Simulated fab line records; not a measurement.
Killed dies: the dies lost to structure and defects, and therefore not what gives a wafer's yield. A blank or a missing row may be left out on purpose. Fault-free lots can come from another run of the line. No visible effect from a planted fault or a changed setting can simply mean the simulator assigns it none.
Check for tools in common / flow nandHarc / 13 lots and 39 wafers in the sample

## WHAT PROMPTED THE OPENING
Flagged at NHARC_P_STI_INSPECT_11: reading rawDefectCount, on 3 of 13 lots. Wafers without a fault read 5, standard deviation 3.2.
Rule: flag the lot when none of its wafers has a number, or when each of its wafers that has one lies beyond 4 standard deviations from that mean. The rest of the lots are taken to be sound.

lot=L211; measured=day 2 11:13; on=defectInspect-01; rawDefectCount, wafer by wafer=4 6 2; flag=
lot=L213; measured=day 2 20:08; on=defectInspect-02; rawDefectCount, wafer by wafer=3 9 4; flag=
lot=L214; measured=day 3 06:05; on=defectInspect-02; rawDefectCount, wafer by wafer=4 2 4; flag=
lot=L218; measured=day 4 04:44; on=defectInspect-01; rawDefectCount, wafer by wafer=5 4 2; flag=
lot=L221; measured=day 4 21:11; on=defectInspect-02; rawDefectCount, wafer by wafer=1216 1145 1220; flag=FLAGGED
lot=L220; measured=day 4 21:22; on=defectInspect-02; rawDefectCount, wafer by wafer=1208 1224 1251; flag=FLAGGED
lot=L222; measured=day 5 05:40; on=defectInspect-01; rawDefectCount, wafer by wafer=1253 1215 1263; flag=FLAGGED
lot=L224; measured=day 5 18:56; on=defectInspect-02; rawDefectCount, wafer by wafer=5 7 8; flag=
lot=L226; measured=day 6 08:09; on=defectInspect-01; rawDefectCount, wafer by wafer=11 9 4; flag=
lot=L227; measured=day 6 13:58; on=defectInspect-01; rawDefectCount, wafer by wafer=7 7 7; flag=
lot=L231; measured=day 7 11:25; on=defectInspect-02; rawDefectCount, wafer by wafer=5 4 6; flag=
lot=L232; measured=day 7 23:08; on=defectInspect-02; rawDefectCount, wafer by wafer=5 4 2; flag=
lot=L233; measured=day 7 23:10; on=defectInspect-02; rawDefectCount, wafer by wafer=6 4 7; flag=
Averaged over the flagged lots the numbers come to 1222, +1217 from the usual (+99 or more standard deviations).

## TOOL THAT RAN EACH LOT
2 process steps preceding the reading are held in the record, out of 1159 steps in the route. Every cell lists first the tool, next ch and the chambers used by the sampled wafers, and last the start.
lot=L211; flag=; NHARC_P_ZERO_WELL_DESCUM_13=rieDiel-01 ch 0,1, day 1 13:16; NHARC_P_STI_OXIDE_29=furnace-03 ch 0, day 1 23:35
lot=L213; flag=; NHARC_P_ZERO_WELL_DESCUM_13=rieDiel-13 ch 0,3, day 2 01:31; NHARC_P_STI_OXIDE_29=furnace-05 ch 0, day 2 08:25
lot=L214; flag=; NHARC_P_ZERO_WELL_DESCUM_13=rieDiel-01 ch 0,1,3, day 2 07:25; NHARC_P_STI_OXIDE_29=furnace-02 ch 0, day 2 18:34
lot=L218; flag=; NHARC_P_ZERO_WELL_DESCUM_13=rieDiel-13 ch 0,1,2, day 3 07:25; NHARC_P_STI_OXIDE_29=furnace-03 ch 0, day 3 17:25
lot=L221; flag=FLAGGED; NHARC_P_ZERO_WELL_DESCUM_13=rieDiel-13 ch 0,2,3, day 4 01:24; NHARC_P_STI_OXIDE_29=furnace-05 ch 0, day 4 09:44
lot=L220; flag=FLAGGED; NHARC_P_ZERO_WELL_DESCUM_13=rieDiel-11 ch 0,1, day 3 19:25; NHARC_P_STI_OXIDE_29=furnace-05 ch 0, day 4 09:44
lot=L222; flag=FLAGGED; NHARC_P_ZERO_WELL_DESCUM_13=rieDiel-01 ch 1,2,3, day 4 07:17; NHARC_P_STI_OXIDE_29=furnace-05 ch 0, day 4 18:13
lot=L224; flag=; NHARC_P_ZERO_WELL_DESCUM_13=rieDiel-01 ch 0,1, day 4 19:17; NHARC_P_STI_OXIDE_29=furnace-03 ch 0, day 5 07:25
lot=L226; flag=; NHARC_P_ZERO_WELL_DESCUM_13=rieDiel-01 ch 1,2, day 5 07:24; NHARC_P_STI_OXIDE_29=furnace-03 ch 0, day 5 19:00
lot=L227; flag=; NHARC_P_ZERO_WELL_DESCUM_13=rieDiel-13 ch 1,2,3, day 5 13:18; NHARC_P_STI_OXIDE_29=furnace-03 ch 0, day 6 02:24
lot=L231; flag=; NHARC_P_ZERO_WELL_DESCUM_13=rieDiel-01 ch 0,1,3, day 6 13:26; NHARC_P_STI_OXIDE_29=furnace-03 ch 0, day 6 23:52
lot=L232; flag=; NHARC_P_ZERO_WELL_DESCUM_13=rieDiel-11 ch 2,3, day 6 19:23; NHARC_P_STI_OXIDE_29=furnace-03 ch 0, day 7 11:34
lot=L233; flag=; NHARC_P_ZERO_WELL_DESCUM_13=rieDiel-13 ch 0,2,3, day 7 01:17; NHARC_P_STI_OXIDE_29=furnace-03 ch 0, day 7 11:34
What the steps here do:
- NHARC_P_ZERO_WELL_DESCUM_13: chemistry O2, time 3 s.
- NHARC_P_STI_OXIDE_29: material SiO2, target thk 10 nm, ox time 1362 s.
- NHARC_P_STI_INSPECT_11

## FLAGGED AGAINST TOTAL, ONE TOOL AT A TIME (gauges that did the reading follow at the end)
step=NHARC_P_ZERO_WELL_DESCUM_13; tool=rieDiel-01; lots run=6; flagged=1; share of the flagged lots=some; sound lots run after its first flagged lot=3 (L224,L226,L231)
step=NHARC_P_ZERO_WELL_DESCUM_13; tool=rieDiel-11; lots run=2; flagged=1; share of the flagged lots=some; sound lots run after its first flagged lot=1 (L232)
step=NHARC_P_ZERO_WELL_DESCUM_13; tool=rieDiel-13; lots run=5; flagged=1; share of the flagged lots=some; sound lots run after its first flagged lot=2 (L227,L233)
step=NHARC_P_STI_OXIDE_29; tool=furnace-02; lots run=1; flagged=0; share of the flagged lots=none; sound lots run after its first flagged lot=-
step=NHARC_P_STI_OXIDE_29; tool=furnace-03; lots run=8; flagged=0; share of the flagged lots=none; sound lots run after its first flagged lot=-
step=NHARC_P_STI_OXIDE_29; tool=furnace-05; lots run=4; flagged=3; share of the flagged lots=all; sound lots run after its first flagged lot=0
step=NHARC_P_STI_INSPECT_11; tool=defectInspect-01; lots run=5; flagged=1; share of the flagged lots=some; sound lots run after its first flagged lot=2 (L226,L227)
step=NHARC_P_STI_INSPECT_11; tool=defectInspect-02; lots run=8; flagged=2; share of the flagged lots=some; sound lots run after its first flagged lot=4 (L224,L231,L232,L233)

## WHAT IS ALLOWED BY THE TABLE
1 row of the table ran every flagged lot: furnace-05 at NHARC_P_STI_OXIDE_29.
- furnace-05 at NHARC_P_STI_OXIDE_29: 3 of its 4 lots flagged. Its last sound lot is L213 (day 2 08:25), its first flagged lot L220 (day 4 09:44): a fault that began between those two fits.
One tool is left: furnace-05 at NHARC_P_STI_OXIDE_29.

## WHAT THE SIMULATOR HAD PUT IN
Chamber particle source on furnace-05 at NHARC_P_STI_OXIDE_29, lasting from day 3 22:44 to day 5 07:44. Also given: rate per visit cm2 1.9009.
Struck lots among those shown: L221, L220, L222. The rule above found the same.
